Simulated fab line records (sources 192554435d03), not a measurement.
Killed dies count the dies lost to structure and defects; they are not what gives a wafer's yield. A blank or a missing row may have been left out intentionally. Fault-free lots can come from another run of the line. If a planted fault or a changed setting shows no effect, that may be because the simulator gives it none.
Split-lot experiment -- flow n5-finfet -- route with 1938 steps; 7 lots, 21 wafers read

## ON THE SPLIT
At N5_HKMG_FIN_PWFM_ALD_03 (deposits TiN, target thk 2 nm, pulse time 1 s, purge time 3 s), the setting ald-cycles was moved away from the recipe's 91 on 5 of the 21 wafers read, by -15.4% to +15.4%. For the rest of the wafers, this setting stayed at what the recipe calls for.

The reading comes from the split's own step.

## THE READING
TiN_of_HKMG_FIN_PWFM_ALD_03.thk-nm (the simulator's own value, which no gauge read), in nm, at N5_HKMG_FIN_PWFM_ALD_03 (deposits TiN, target thk 2 nm, pulse time 1 s, purge time 3 s). There is no usual value for it anywhere in the file.

wafer,"tool, chamber at the split",ald-cycles as run,against the recipe,"TiN_of_HKMG_FIN_PWFM_ALD_03.thk-nm, nm",against lot-mates on the recipe
L074.2,"ald-metal-01, 2,0,0",91,recipe,2,-
L074.3,"ald-metal-01, 2,0,0",91,recipe,2,-
L074.5,"ald-metal-01, 2,0,0",91,recipe,2,-
L075.3,"ald-metal-04, 0,3,1",91,recipe,2,-
L075.4,"ald-metal-04, 0,3,1",91,recipe,2,-
L075.5,"ald-metal-04, 0,3,1",91,recipe,2,-
L078.1,"ald-metal-01, 3,2",91,recipe,2,-
L078.3,"ald-metal-01, 3,2",91,recipe,2,-
L078.4,"ald-metal-01, 2",105,+15.4%,2.2,+0.2
L080.1,"ald-metal-02, 1",103,+13.2%,2.2,+0.2
L080.4,"ald-metal-02, 0,3",91,recipe,2,-
L080.6,"ald-metal-02, 0,3",91,recipe,2,-
L086.3,"ald-metal-02, 1",91,recipe,2,-
L086.6,"ald-metal-02, 1",91,recipe,2,-
L086.5,"ald-metal-02, 2",95,+4.4%,2,+0.0
L091.1,"ald-metal-04, 2,3",77,-15.4%,1.6,-0.4
L091.4,"ald-metal-04, 2,3",77,-15.4%,1.6,-0.4
L091.2,"ald-metal-04, 0",91,recipe,2,-
L097.1,"ald-metal-02, 0,1,0",91,recipe,2,-
L097.3,"ald-metal-02, 0,1,0",91,recipe,2,-
L097.5,"ald-metal-02, 0,1,0",91,recipe,2,-
Rows listing several chambers each stand for several wafers; the file does not say which wafer went through which chamber.

THE FIT
A straight line over all 21 wafers: TiN_of_HKMG_FIN_PWFM_ALD_03.thk-nm changes by +0.02 nm for each +1% of ald-cycles; r = +0.96; the points scatter about the line by 0.04 nm.
The same after taking each lot's own level away (the mean of its wafers on the recipe; 21 wafers): +0.02 nm for each +1%; r = +0.96; scatter 0.04 nm.
The reading moves by 0.31 nm for the largest change in ald-cycles, on that fit.
The lots' own levels span 2.00 to 2.00 nm.
Hence the lot-to-lot level has little effect on the slope; both slopes agree.
Check: with one of the wafers moved furthest among these (-15.4%) left out of the fit, the line predicts -0.296 nm for it against its lot-mates. Against them it came out at -0.4 nm.

## FURTHER SPLITS ON THESE WAFERS
Note: prior to the reading, these wafers also went through further splits. Each is held against what the fit with the lots' levels taken away leaves over:
other split on the same wafers,wafers away from the commonest value,r with TiN_of_HKMG_FIN_PWFM_ALD_03.thk-nm (lot level and that fit taken away)
N5_HKMG_FIN_COAT_43 spin-rpm,11,-0.01

## THE FILE'S OWN FIT
TiN_of_HKMG_FIN_PWFM_ALD_03.thk-nm changes by +0.0178 nm for each +1% of ald-cycles, r = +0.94.
